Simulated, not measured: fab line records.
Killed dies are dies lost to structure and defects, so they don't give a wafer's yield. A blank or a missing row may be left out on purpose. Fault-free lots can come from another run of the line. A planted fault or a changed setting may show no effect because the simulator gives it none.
fab line records -- flow nandHarc
record: lots: 10, wafers: 30, lastDay: 33
route steps=1302 shown P_ZERO_WELL@16 P_STI@80 END@1302
lots with no fault: from the same line, run without faults
startH: hours from the record's opening day to when the first of the lot's shown wafers began -- waitH: hours elapsed since this lot's preceding step -- " same as the row above -- L1.1+2: several wafers, shown together as one row -- - value missing, or start not given -- * or withheld: withheld -- < > ~ a bound
route shown NAME@n: NAME is a module with steps in the file, n the number in the route of the first one -- usual: average and standard deviation across the fault-free wafers -- same: alike in all rows -- chamber/n: place in a boat -- sites: each site's reading -- _std_site: standard deviation of those values -- _edge_site: the outer-site mean with the inner-site mean subtracted -- radiusMm: for every site, how far away it sits from the centre of the wafer -- mask NAME#n: copy n -- behind: the tool/chamber that last shaped the wafer -- hold: what put the lot on hold/how long, in hours/how the hold closed -- device: which transistor (n, p or np) failed to switch -- end of line: the route-end tests of the same wafers -- for a step that has no rows: nothing shown but its recipe -- killed: count of dies lost to structure and defects at first sort (not the wafer's yield) -- map: a wafer's dies, marking killed ones x, the rest . and places with no die _
set.NAME: the setting the step ran with; set.NAME@STEP: the setting that earlier step ran with -- model.NAME: the simulator's own value behind a step, which no gauge read
a sample of lots followed through the steps of the route, with each step as a table and each wafer as a row
services: a tool's chamber out of use, with start hour (startH, from the record's first day; less than 0 if before it), hours out, and reason
== steps ==
step: NHARC_P_ZERO_WELL_DESCUM_13
recipe: timeS: 3, o2FlowSccm: 200, arFlowSccm: 0, biasPowerW: 0, chemistry: O2
usual: drypumpMotorCurrentA: 5.6/0.41, oesProductAu: 1.001/0.01, rfVppV: 57.7/0.82, showerheadPlenumPTorr: 1.90/0.071, throttleValvePct: 11.313/0.0095
lot.wafer,tool,chamber,startH,waitH,drypumpMotorCurrentA,oesProductAu,rfHoursCounterH,rfVppV,showerheadPlenumPTorr,throttleValvePct
L547.2,rieDiel-08,0,51.28,-,5.3,1.007,10,58.0,1.82,11.311
L547.5,rieDiel-08,2,51.28,-,5.9,1.011,-,56.9,1.91,11.322
L547.6,rieDiel-08,3,51.28,-,5.8,0.987,-,57.5,1.91,11.333
L550.1,rieDiel-04,1,81.40,-,5.5,1.013,25,58.3,1.91,11.315
L550.2,rieDiel-04,2,81.40,-,6.1,1.010,17,56.8,1.88,11.318
L550.6,rieDiel-04,1,81.40,-,5.5,1.014,-,57.4,1.91,11.329
L551.3,rieDiel-01,0,91.39,-,4.9,1.000,17,59.0,1.85,11.318
L551.1,rieDiel-01,1,91.39,-,6.4,1.006,20,58.0,1.87,11.301
L551.6,rieDiel-01,0,91.39,-,4.9,1.005,-,56.3,1.85,11.300
L552.3,rieDiel-04,1,101.36,-,5.5,1.009,33,57.1,1.90,11.308
L552.1,rieDiel-04,3,101.36,-,5.4,1.002,23,58.7,1.98,11.332
L552.6,rieDiel-04,0,101.36,-,5.1,1.002,-,56.9,2.07,11.316
L553.1,rieDiel-08,2,111.30,-,5.9,1.013,27,58.2,1.90,11.309
L553.5,rieDiel-08,2,111.30,-,5.9,1.006,-,58.0,1.90,11.318
L553.6,rieDiel-08,3,111.30,-,5.8,0.977,-,58.6,1.90,11.309
L554.1,rieDiel-04,0,121.27,-,5.2,0.998,36,58.6,2.06,11.321
L554.3,rieDiel-04,1,121.27,-,5.5,1.012,39,60.1,1.90,11.301
L554.2,rieDiel-04,3,121.27,-,5.4,0.985,29,57.9,1.98,11.326
L557.2,rieDiel-04,0,151.41,-,5.1,0.992,50,57.4,2.06,11.300
L557.1,rieDiel-04,1,151.41,-,5.5,1.018,50,56.6,1.90,11.308
L557.4,rieDiel-04,2,151.41,-,6.0,1.009,38,58.3,1.87,11.316
L559.3,rieDiel-04,0,171.27,-,5.1,1.006,56,58.4,2.06,11.309
L559.2,rieDiel-04,2,171.27,-,6.1,1.011,44,57.6,1.87,11.308
L559.1,rieDiel-04,3,171.27,-,5.5,0.996,46,56.3,1.98,11.297
L565.1,rieDiel-08,3,231.40,-,5.8,0.998,11,56.9,1.89,11.315
L565.2,rieDiel-08,0,231.40,-,5.3,1.024,11,57.4,1.81,11.324
L565.3,rieDiel-08,1,231.40,-,5.8,0.998,13,58.0,1.94,11.322
L567.4,rieDiel-01,1,251.42,-,6.4,1.001,9,58.1,1.85,11.297
L567.2,rieDiel-01,2,251.42,-,5.2,0.991,8,56.5,1.80,11.319
L567.6,rieDiel-01,3,251.42,-,5.9,1.006,-,58.4,1.86,11.300
step: NHARC_P_ZERO_WELL_ETCH_62
recipe: targetDepthA: 130, timeS: 6.5, chf3FlowSccm: 50, arFlowSccm: 200, rfW: 500, biasW: 200, chemistry: CHF3/Ar
usual: drypumpMotorCurrentA: 5.6/0.4, oesProductAu: 0.962/0.016, rfFwdPowerW: 487.7/1.6, rfVppV: 370.5/1.9, showerheadPlenumPTorr: 2.33/0.081, throttleValvePct: 20.217/0.0095
lot.wafer,tool,chamber,startH,waitH,drypumpMotorCurrentA,oesProductAu,rfFwdPowerW,rfHoursCounterH,rfVppV,showerheadPlenumPTorr,throttleValvePct
L547.2,rieDiel-08,2,-,-,5.9,0.956,487.4,10,371.1,2.33,20.229
L547.5,rieDiel-08,2,-,-,5.9,0.952,484.0,-,371.2,2.33,20.221
L547.6,rieDiel-08,3,-,-,5.8,0.932,485.3,-,371.4,2.33,20.208
L550.1,rieDiel-04,2,-,-,6.1,0.966,488.8,17,371.0,2.30,20.233
L550.2,rieDiel-04,0,-,-,5.1,0.952,487.4,23,372.9,2.53,20.239
L550.6,rieDiel-04,0,-,-,5.1,0.953,487.0,-,374.6,2.53,20.221
L551.3,rieDiel-01,2,-,-,5.2,0.972,487.4,18,365.9,2.22,20.224
L551.1,rieDiel-01,0,-,-,5.0,0.958,488.4,17,368.1,2.27,20.207
L551.6,rieDiel-01,2,-,-,5.2,0.978,488.3,-,369.2,2.22,20.197
L552.3,rieDiel-04,0,-,-,5.1,0.958,487.9,31,375.0,2.52,20.230
L552.1,rieDiel-04,2,-,-,6.1,0.992,487.6,26,370.9,2.30,20.216
L552.6,rieDiel-04,0,-,-,5.2,0.951,488.5,-,375.0,2.52,20.213
L553.1,rieDiel-08,2,-,-,5.9,0.969,488.3,27,370.5,2.33,20.226
L553.6,rieDiel-08,2,-,-,5.9,0.961,490.7,-,369.8,2.33,20.226
L553.5,rieDiel-08,3,-,-,5.8,0.928,488.4,-,370.6,2.33,20.199
L554.1,rieDiel-04,1,-,-,5.5,0.963,490.7,39,370.3,2.33,20.216
L554.2,rieDiel-04,3,-,-,5.4,0.951,489.1,29,371.5,2.43,20.223
L554.3,rieDiel-04,0,-,-,5.2,0.956,486.6,36,374.9,2.52,20.207
L557.4,rieDiel-04,2,-,-,6.1,0.972,487.3,38,370.6,2.29,20.219
L557.2,rieDiel-04,3,-,-,5.5,0.953,489.9,40,371.8,2.42,20.220
L557.1,rieDiel-04,0,-,-,5.1,0.942,487.0,50,373.2,2.52,20.228
L559.1,rieDiel-04,3,-,-,5.5,0.960,487.8,46,372.8,2.42,20.218
L559.3,rieDiel-04,0,-,-,5.1,0.957,488.8,56,373.7,2.51,20.225
L559.2,rieDiel-04,2,-,-,6.2,0.968,493.3,44,369.6,2.29,20.214
L565.3,rieDiel-08,0,-,-,5.3,0.958,487.1,11,366.7,2.22,20.214
L565.1,rieDiel-08,1,-,-,5.8,0.953,489.3,13,371.4,2.38,20.218
L565.2,rieDiel-08,3,-,-,5.9,0.937,487.5,11,370.8,2.32,20.211
L567.4,rieDiel-01,1,-,-,6.4,0.987,487.0,9,369.4,2.27,20.218
L567.2,rieDiel-01,3,-,-,6.0,0.970,487.3,6,370.5,2.28,20.223
L567.6,rieDiel-01,0,-,-,4.9,0.975,484.8,-,368.9,2.25,20.214
step: NHARC_P_ZERO_WELL_DESCUM_39
recipe: timeS: 3, o2FlowSccm: 200, arFlowSccm: 0, biasPowerW: 0, chemistry: O2
usual: drypumpMotorCurrentA: 5.6/0.42, oesProductAu: 1.002/0.0095, rfVppV: 57.7/0.8, showerheadPlenumPTorr: 1.90/0.076, throttleValvePct: 11.310/0.0088
lot.wafer,tool,chamber,startH,waitH,drypumpMotorCurrentA,oesProductAu,rfHoursCounterH,rfVppV,showerheadPlenumPTorr,throttleValvePct
L547.2,rieDiel-01,1,54.22,-,6.4,1.001,3,57.5,1.87,11.312
L547.5,rieDiel-01,2,54.22,-,5.2,0.996,-,57.8,1.81,11.307
L547.6,rieDiel-01,3,54.22,-,5.9,1.004,-,57.6,1.88,11.329
L550.2,rieDiel-04,0,84.25,-,5.1,0.987,24,59.0,2.07,11.297
L550.1,rieDiel-04,1,84.25,-,5.5,0.996,26,57.6,1.90,11.316
L550.6,rieDiel-04,0,84.25,-,5.1,0.990,-,57.5,2.07,11.308
L551.1,rieDiel-04,0,94.17,-,5.1,0.996,29,57.8,2.07,11.298
L551.3,rieDiel-04,1,94.17,-,5.5,1.017,31,58.1,1.90,11.313
L551.6,rieDiel-04,0,94.17,-,5.1,0.996,-,59.5,2.07,11.303
L552.3,rieDiel-04,0,104.58,-,5.1,0.994,32,58.8,2.07,11.316
L552.1,rieDiel-04,1,104.58,-,5.5,1.009,35,58.7,1.90,11.303
L552.6,rieDiel-04,1,104.58,-,5.5,1.004,-,57.3,1.90,11.309
L553.1,rieDiel-01,0,114.32,-,4.9,1.006,25,57.0,1.84,11.316
L553.6,rieDiel-01,1,114.32,-,6.4,1.006,-,56.9,1.87,11.312
L553.5,rieDiel-01,2,114.32,-,5.2,0.991,-,58.4,1.81,11.319
L554.2,rieDiel-08,0,124.16,-,5.3,1.015,29,56.9,1.82,11.306
L554.1,rieDiel-08,1,124.16,-,5.8,0.992,28,59.3,1.95,11.304
L554.3,rieDiel-08,2,124.16,-,5.9,1.017,29,56.9,1.90,11.313
L557.4,rieDiel-08,3,154.42,-,5.8,1.003,36,57.7,1.90,11.318
L557.1,rieDiel-08,0,154.42,-,5.2,1.003,35,56.9,1.82,11.308
L557.2,rieDiel-08,1,154.42,-,5.8,0.994,36,57.7,1.95,11.305
L559.3,rieDiel-04,1,174.24,-,5.4,1.004,56,58.1,1.90,11.310
L559.2,rieDiel-04,3,174.24,-,5.5,0.999,46,58.5,1.98,11.312
L559.1,rieDiel-04,0,174.24,-,5.1,0.993,57,57.7,2.06,11.301
L565.3,rieDiel-04,0,234.30,-,5.1,0.992,15,58.4,2.05,11.312
L565.1,rieDiel-04,1,234.30,-,5.5,1.012,17,58.3,1.89,11.313
L565.2,rieDiel-04,3,234.30,-,5.4,1.008,15,58.1,1.97,11.294
L567.4,rieDiel-01,2,254.39,-,5.2,1.008,9,57.3,1.80,11.304
L567.2,rieDiel-01,3,254.39,-,6.0,1.021,6,57.1,1.86,11.313
L567.6,rieDiel-01,2,254.39,-,5.2,0.996,-,57.5,1.80,11.312
step: NHARC_P_STI_EXPOSE_06
recipe: na: 0.55, targetCdNm: 200, doseMj: 37.69, maskId: P_STI
lot.wafer,tool,chamber,startH,waitH,mask
L547.2+5+6,krfScanner-01,0,75.44,-,P_STI#0
L550.1+2+6,krfScanner-04,0,105.77,-,P_STI#0
L551.1+3+6,krfScanner-04,0,118.06,-,P_STI#0
L552.1+3+6,krfScanner-04,0,127.68,-,P_STI#0
L553.1+5+6,krfScanner-04,0,136.40,-,P_STI#0
L554.1+2+3,krfScanner-04,0,145.35,-,P_STI#0
L557.1+2+4,krfScanner-04,0,172.77,-,P_STI_R1#0
L559.1+2+3,krfScanner-01,0,194.48,-,P_STI#0
L565.1+2+3,krfScanner-01,0,254.42,-,P_STI#0
L567.2+4+6,krfScanner-01,0,271.94,-,P_STI#0
step: NHARC_P_STI_CD_MEAS_09
recipe: targetCdNm: 200, landingEnergyEv: 500
usual: cdNm: 200.4/2.3
same: landingEnergyEv: 500
lot.wafer,tool,chamber,startH,waitH,cdNm
L547.2,cdSem-02,0,75.58,-,199.5
L547.5,cdSem-02,0,75.58,-,198.2
L547.6,cdSem-02,0,75.58,-,199.8
L550.1,cdSem-03,0,105.92,-,199.1
L550.2,cdSem-03,0,105.92,-,200.5
L550.6,cdSem-03,0,105.92,-,205.4
L551.1,cdSem-02,0,118.22,-,204.6
L551.3,cdSem-02,0,118.22,-,197.2
L551.6,cdSem-02,0,118.22,-,201.6
L552.1,cdSem-02,0,127.83,-,199.9
L552.3,cdSem-02,0,127.83,-,202.5
L552.6,cdSem-02,0,127.83,-,202.2
L553.1,cdSem-03,0,136.55,-,198.5
L553.5,cdSem-03,0,136.55,-,201.3
L553.6,cdSem-03,0,136.55,-,202.0
L554.1,cdSem-01,0,145.51,-,202.0
L554.2,cdSem-01,0,145.51,-,195.9
L554.3,cdSem-01,0,145.51,-,196.6
L557.1,cdSem-03,0,172.92,-,215.6
L557.2,cdSem-03,0,172.92,-,216.1
L557.4,cdSem-03,0,172.92,-,217.2
L559.1,cdSem-01,0,194.63,-,205.5
L559.2,cdSem-01,0,194.63,-,199.3
L559.3,cdSem-01,0,194.63,-,198.8
L565.1,cdSem-02,0,254.58,-,199.8
L565.2,cdSem-02,0,254.58,-,203.4
L565.3,cdSem-02,0,254.58,-,203.5
L567.2,cdSem-01,0,272.08,-,201.1
L567.4,cdSem-01,0,272.08,-,204.1
L567.6,cdSem-01,0,272.08,-,202.8
step: NHARC_P_STI_OCD_MEAS_17
usual: trenchDepthNm: 300/4.2, trenchFootCdNm: 158.4/2.4
lot.wafer,tool,chamber,startH,waitH,trenchDepthNm,trenchFootCdNm
L547.2,ocd-01,-,76.43,0.1,300,158.4
L547.5,ocd-01,-,76.43,0.1,300,155.8
L547.6,ocd-01,-,76.43,0.1,298,158.0
L550.1,ocd-02,-,106.70,0.1,296,158.1
L550.2,ocd-02,-,106.70,0.1,299,158.7
L550.6,ocd-02,-,106.70,0.1,303,163.0
L551.1,ocd-01,-,119.12,0.1,301,162.6
L551.3,ocd-01,-,119.12,0.1,307,154.3
L551.6,ocd-01,-,119.12,0.1,307,159.0
L552.1,ocd-02,-,128.62,0.1,298,158.0
L552.3,ocd-02,-,128.62,0.1,303,160.6
L552.6,ocd-02,-,128.62,0.1,305,158.9
L553.1,ocd-02,-,137.34,0.1,305,155.6
L553.5,ocd-02,-,137.34,0.1,301,159.0
L553.6,ocd-02,-,137.34,0.1,299,160.6
L554.1,ocd-02,-,146.33,0.1,305,159.3
L554.2,ocd-02,-,146.33,0.1,298,154.3
L554.3,ocd-02,-,146.33,0.1,300,155.7
L557.1,ocd-02,-,173.71,0.1,296,174.3
L557.2,ocd-02,-,173.71,0.1,302,174.5
L557.4,ocd-02,-,173.71,0.1,303,175.1
L559.1,ocd-01,-,195.42,0.1,299,163.6
L559.2,ocd-01,-,195.42,0.1,291,158.6
L559.3,ocd-01,-,195.42,0.1,301,157.3
L565.1,ocd-02,-,255.36,0.1,301,157.9
L565.2,ocd-02,-,255.36,0.1,302,160.9
L565.3,ocd-02,-,255.36,0.1,302,161.0
L567.2,ocd-02,-,272.87,0.1,304,159.1
L567.4,ocd-02,-,272.87,0.1,302,161.9
L567.6,ocd-02,-,272.87,0.1,302,160.2
step: NHARC_END_SORT_01
recipe: tempC: 25
usual: killedAtArray: 49/18, killedAtOther: 0.8/1, killedAtPeriphery: 4.2/2.8, killedDies: 54/18, killedOpen: 3.0/1.7, killedShort: 2.5/1.6
same: grossDies: 677
lot.wafer,tool,chamber,startH,waitH,killedAtArray,killedAtOther,killedAtPeriphery,killedDies,killedOpen,killedShort
L553.1,prober-02,0,668.32,2.5,85,0,4,89,1,0
L553.5,prober-02,0,671.50,3.7,83,0,3,86,2,0
L553.6,prober-02,0,672.30,4.0,79,2,3,84,1,3
L557.2,prober-02,0,720.24,2.8,25,3,8,36,4,2
killed by level:class
L553.1 A_SLIT:chamberFilmFlake=26 A_CHANNEL_HOLE_D1:chamberFilmFlake=25 A_CHANNEL_HOLE_D2:chamberFilmFlake=17 A_CONTACT:chamberFilmFlake=10 P_ZERO_WELL:chamberFilmFlake=3 A_CHANNEL_FILL_D2:chamberFilmFlake=3 A_ONON_D1:geometricParticle:open=1 P_STI:chamberFilmFlake=1
L553.5 A_CHANNEL_HOLE_D1:chamberFilmFlake=42 A_SLIT:chamberFilmFlake=15 A_CHANNEL_HOLE_D2:chamberFilmFlake=11 A_CONTACT:chamberFilmFlake=8 A_STAIRCASE:chamberFilmFlake=4 P_M2:geometricParticle:open=1 A_CHANNEL_FILL_D1:geometricParticle:open=1 P_ZERO_WELL:chamberFilmFlake=1
L553.6 A_SLIT:chamberFilmFlake=33 A_CHANNEL_HOLE_D1:chamberFilmFlake=21 A_CHANNEL_HOLE_D2:chamberFilmFlake=9 A_CONTACT:chamberFilmFlake=4 A_CHANNEL_FILL_D1:chamberFilmFlake=3 A_CHANNEL_FILL_D2:chamberFilmFlake=3 A_STAIRCASE:chamberFilmFlake=3 THIN_TSV:chamberFilmFlake=2
L557.2 A_SLIT:chamberFilmFlake=12 A_CHANNEL_HOLE_D1:chamberFilmFlake=4 A_STAIRCASE:chamberFilmFlake=4 P_ZERO_WELL:chamberFilmFlake=2 A_CONTACT:chamberFilmFlake=2 P_STI:areaExpose=2 P_CONTACT:geometricParticle:open=1 P_M0:geometricParticle:short=1
== services ==
tool,chamber,startH,hours,kind
krfScanner-04,-,30.16,0.7,repair
krfScanner-04,-,42.41,1.4,repair
krfScanner-04,-,51.94,2.1,repair
rieDiel-04,0,54.98,2.1,repair
krfScanner-04,-,60.90,0.2,repair
rieDiel-08,-,63.82,2.6,repair
rieDiel-04,2,65.92,11.5,repair
krfScanner-04,-,75.04,22.5,repair
rieDiel-04,3,81.27,16.3,repair
rieDiel-01,0,114.58,9.0,repair
rieDiel-04,2,117.62,6.3,repair
rieDiel-01,1,131.48,9.0,repair
rieDiel-01,0,148.55,23.3,repair
rieDiel-04,1,169.83,4.1,repair
rieDiel-04,-,177.92,9.0,pm
krfScanner-04,-,182.00,4.0,pm
rieDiel-08,-,190.85,9.0,pm
rieDiel-01,2,197.68,5.6,repair
rieDiel-01,-,203.83,9.0,pm
rieDiel-01,3,223.79,11.7,repair
rieDiel-08,-,226.94,1.6,repair
rieDiel-08,3,258.95,2.8,repair
rieDiel-04,2,263.66,9.2,repair
rieDiel-01,1,268.15,1.3,repair
== key ==
firstSign: step: NHARC_P_STI_EXPOSE_06, reading: mask, direction: changed
effect: step: NHARC_P_STI_CD_MEAS_09, reading: cdNm, direction: up, sigmas: 7, usual: 200.4, struck: 216.3
effect: step: NHARC_P_STI_OCD_MEAS_17, reading: trenchFootCdNm, direction: up, sigmas: 6.9, usual: 158.4, struck: 174.6
metAt NHARC_P_STI_EXPOSE_06
struckLots L557
testerLeftOut L557
notActingAt NHARC_P_ZERO_WELL_DESCUM_13,NHARC_P_ZERO_WELL_ETCH_62,NHARC_P_ZERO_WELL_DESCUM_39
onsetBetween 145.35 172.77
fault: kind: wrongMask, tool: any, chamber: -, onsetH: 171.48, steps: NHARC_P_STI_EXPOSE_06, auxCopy: P_STI_R1#0, cdOffsetNm: 13.951, scope: struckLotsOnly
testerLeftOut: of these lots the tester's yield and bins aren't shown, on N5 and GAA mostly nor the transistor test; their killed dies are dies lost to structure and defects alone, not to doping, threshold or leakage, so they don't give the yield
